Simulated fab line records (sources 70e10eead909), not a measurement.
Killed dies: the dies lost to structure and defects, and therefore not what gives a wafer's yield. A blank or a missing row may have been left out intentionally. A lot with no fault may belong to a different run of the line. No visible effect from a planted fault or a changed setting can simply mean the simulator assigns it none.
Matching of chambers / flow nandHarc / 4 sister chambers for NHARC_A_CONTACT_DESCUM_74 on rieDiel-03
The step chemistry O2, time 3 s. 8 wafers are shown with their chamber, then 7 later ones without.

== EACH WAFER AND ITS CHAMBER ==
wafer=L926.6; chamber=3; showerheadPlenumPTorr (Torr)=2.02; oesProductAu (a.u.)=0.988
wafer=L938.2; chamber=3; showerheadPlenumPTorr (Torr)=2.01; oesProductAu (a.u.)=0.990
wafer=L939.6; chamber=2; showerheadPlenumPTorr (Torr)=1.96; oesProductAu (a.u.)=0.999
wafer=L941.2; chamber=0; showerheadPlenumPTorr (Torr)=1.81; oesProductAu (a.u.)=0.995
wafer=L941.4; chamber=1; showerheadPlenumPTorr (Torr)=1.82; oesProductAu (a.u.)=1.000
wafer=L941.6; chamber=0; showerheadPlenumPTorr (Torr)=1.81; oesProductAu (a.u.)=0.985
wafer=L944.1; chamber=1; showerheadPlenumPTorr (Torr)=1.82; oesProductAu (a.u.)=1.008
wafer=L944.3; chamber=2; showerheadPlenumPTorr (Torr)=1.95; oesProductAu (a.u.)=0.998

== WAFERS MISSING THEIR CHAMBER ==
wafer=L944.4; showerheadPlenumPTorr (Torr)=1.81; oesProductAu (a.u.)=0.989
wafer=L946.1; showerheadPlenumPTorr (Torr)=1.95; oesProductAu (a.u.)=0.996
wafer=L946.2; showerheadPlenumPTorr (Torr)=2.01; oesProductAu (a.u.)=0.988
wafer=L946.5; showerheadPlenumPTorr (Torr)=1.95; oesProductAu (a.u.)=1.009
wafer=L949.2; showerheadPlenumPTorr (Torr)=1.81; oesProductAu (a.u.)=0.996
wafer=L949.5; showerheadPlenumPTorr (Torr)=2.00; oesProductAu (a.u.)=0.994
wafer=L949.6; showerheadPlenumPTorr (Torr)=1.81; oesProductAu (a.u.)=0.978

== CHAMBER TAKEN BY EACH ==
wafer=L944.4; from the rows above=0; in truth=0
wafer=L946.1; from the rows above=2; in truth=2
wafer=L946.2; from the rows above=3; in truth=3
wafer=L946.5; from the rows above=2; in truth=2
wafer=L949.2; from the rows above=can't be placed: 0 or 1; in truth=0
wafer=L949.5; from the rows above=3; in truth=3
wafer=L949.6; from the rows above=0; in truth=0
6 of 7 placed correctly. Can't be placed from these rows: 1 (the true chamber is among the candidates in 1). Wrongly placed: 0.
How it was worked out, from the rows above alone: a wafer's distance from a chamber is the root of the sum, over the readings, of the square of ((its reading less the chamber's mean) divided by the reading's scatter). The wafer belongs to the nearest chamber; if the next one is less than 2 further off, it can't be placed. The mean given for a chamber averages the wafers shown for that chamber. The scatter: take each reading less its chamber's mean, square it, sum over the shown wafers, divide by the number of wafers less the number of chambers, and take the root.
